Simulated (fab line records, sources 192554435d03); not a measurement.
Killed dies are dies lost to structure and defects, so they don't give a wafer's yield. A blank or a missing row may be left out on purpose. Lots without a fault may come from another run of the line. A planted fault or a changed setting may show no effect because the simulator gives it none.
A struck lot beside a sound one | flow n5_finfet | 39 steps out of a route of 1938
Sound: wafers L534.3, L534.6. Struck: wafers L525.1, L525.4. (L525.5 of the same lot was not struck and is left out.) The cause comes at the end.
At each step with rows: each side's tool, then ch and its chambers, then its first start. Under that, the readings that differ: sound wafers | struck wafers | difference of the means | sigmas: that difference in standard deviations of wafers without a fault.
alike: readings whose means differ by less than 2 such deviations, and words and numbers that are the same on both sides. not compared: withheld readings, readings that some wafer has no value for, bounds like >300 that may hide the same value, and numbers for which the record gives no deviation and whose values overlap.
The two part at a step that has a row with sigmas, a row that says differs or no value, or rows on one side only. Numbers that don't overlap but have no deviation are shown without sigmas and don't part them. A reading that every wafer of one side lacks parts them only if that side has two wafers or more.

first, 10 steps without rows for these wafers: N5_BEOL_M1_STRIP_36 (strips in N2/H2); N5_BEOL_M1_TRENCH_ETCH_37 (etches SiOC in C4F6/O2, target depth 55.207 nm, time 29 s); N5_BEOL_M1_ETCH_41 (etches SiCN in CH3F/O2, target depth 31.9 nm, time 57.8 s); N5_BEOL_M1_STRIP_97 (strips in N2/H2, time 10 s); N5_BEOL_M1_HM_STRIP_39 (strips TiN in peroxide tin strip, target depth 25 nm, time 158 s); N5_BEOL_M1_SRD_40 (time 30 s); N5_BEOL_M1_PRECLEAN_42 (cleans in residue remover, time 60 s); N5_BEOL_M1_SRD_43 (time 30 s); N5_BEOL_M1_DEGAS_44 (time 60 s); N5_BEOL_M1_PRE_CLEAN_45 (time 30 s).
N5_BEOL_M1_ALD_84: deposits TaN, pulse time 2 s, purge time 3 s, co reactant purge time 2 s.
  sound on ald_metal-04 ch 0,3, day 10 20:17; struck on ald_metal-02 ch 0,3, day 8 08:02
  reading    | sound | struck | difference | sigmas
  ald_cycles | 30 30 | 14 14  | -16        |
  alike: heater_power_w
  not compared: model.TaN_of_BEOL_M1_ALD_84.thk_nm
then, 26 steps without rows for these wafers: N5_BEOL_M1_SURFACE_TREAT_85; N5_BEOL_M1_CVD_47 (deposits Co from CCTBA/H2, target thk 3 nm, time 223.8 s); N5_BEOL_M1_SPUTTER_48 (material Cu, target thk 4.5 nm, time 8.29 s); N5_BEOL_M1_ANNEAL_49 (time 240 s); N5_BEOL_M1_SPUTTER_79 (material Cu, target thk 4.5 nm, time 8.29 s); N5_BEOL_M1_ANNEAL_80 (time 240 s); N5_BEOL_M1_SPUTTER_81 (material Cu, target thk 4.5 nm, time 8.29 s); N5_BEOL_M1_ANNEAL_82 (time 240 s); N5_BEOL_M1_SPUTTER_86 (material Cu, target thk 4.5 nm, time 8.29 s); N5_BEOL_M1_ANNEAL_87 (time 240 s); N5_BEOL_M1_SPUTTER_88 (material Cu, target thk 4.5 nm, time 8.29 s); N5_BEOL_M1_ANNEAL_89 (time 240 s); N5_BEOL_M1_SPUTTER_90 (material Cu, target thk 4.5 nm, time 8.29 s); N5_BEOL_M1_ANNEAL_91 (time 240 s); N5_BEOL_M1_SPUTTER_92 (material Cu, target thk 4.5 nm, time 8.29 s); N5_BEOL_M1_ANNEAL_93 (time 240 s); N5_BEOL_M1_SPUTTER_94 (material Cu, target thk 4.5 nm, time 8.29 s); N5_BEOL_M1_ANNEAL_95 (time 240 s); N5_BEOL_M1_SPUTTER_96 (material Cu, target thk 4.5 nm, time 8.29 s); N5_BEOL_M1_ECD_50 (material Cu, target thk 300 nm); N5_BEOL_M1_ANNEAL_51 (time 90 s); N5_BEOL_M1_CMP_52 (polishes, stops on SiOC, t overpolish 6.8 s, target thk 40 nm); N5_BEOL_M1_PRE_CLEAN_60 (time 15 s); N5_BEOL_M1_CO_CAP_55 (material Co, precursor CCTBA/H2, target thk 2 nm, time 102.1 s); N5_BEOL_M1_PRE_CLEAN_56 (time 15 s); N5_BEOL_M1_DEP_57 (deposits SiCN from 3MS/NH3, target thk 8 nm, time 14 s).
N5_BEOL_M4_RC_MEAS_101:
  sound on prober-02 ch 0, day 12 08:40; struck on prober-01 ch 0, day 9 16:57
  reading                | sound           | struck             | difference | sigmas
  COMB_M1 (S/m)          | 5.6e-11 6.5e-11 | 7.88e-10 7.13e-10  | +6.90e-10  | +58
  COMB_M1_max_site (S/m) | 7e-11 1.02e-10  | 1.469e-09 8.88e-10 | +1.093e-09 | +61
  alike: DIBL_N, DIBL_P, IOFF_N, IOFF_P, ION_N, ION_P, SS_N, SS_P, VT_N, VT_P
-- the record jumps here: 4 days lie between the struck wafers' starts before and after (it left off in module BEOL_M4 and takes up again in module PASSIVATION, whose first step shown is number 1936 of the route) --
N5_PASSIVATION_PROBE_49:
  sound on prober-01, day 16 08:22; struck on prober-02, day 13 21:44
  reading                  | sound     | struck      | difference | sigmas
  defect_limited_yield (%) | 91.1 93.9 | 59.6 63.1   | -31.1      | -22
  killed_at_M0_to_M3       | 30 30     | 417 387     | +372       | +41
  killed_at_other          | 17 5      | 1 1         | -10        | -3
  killed_dies              | 105 72    | 477 436     | +368       | +23
  killed_on_rim            | 15 10     | 60 64       | +50        | +12
  sort_bin_4_leakage (%)   | 0 0       | 32.03 30.42 | +31.23     | +99 or more
  sort_n_pass              | 1075 1108 | 703 744     | -368       | -23
  sort_yield_pct (%)       | 91.1 93.9 | 59.6 63.1   | -31.1      | -22
  alike: killed_at_M4_up, killed_at_contacts, killed_at_front_end, killed_open, killed_short, sort_bin_5_function, sort_bin_6_memory

WHERE THEY PART
First at N5_BEOL_M4_RC_MEAS_101; last, within this record, at N5_PASSIVATION_PROBE_49.

WHY: what the simulator had put in
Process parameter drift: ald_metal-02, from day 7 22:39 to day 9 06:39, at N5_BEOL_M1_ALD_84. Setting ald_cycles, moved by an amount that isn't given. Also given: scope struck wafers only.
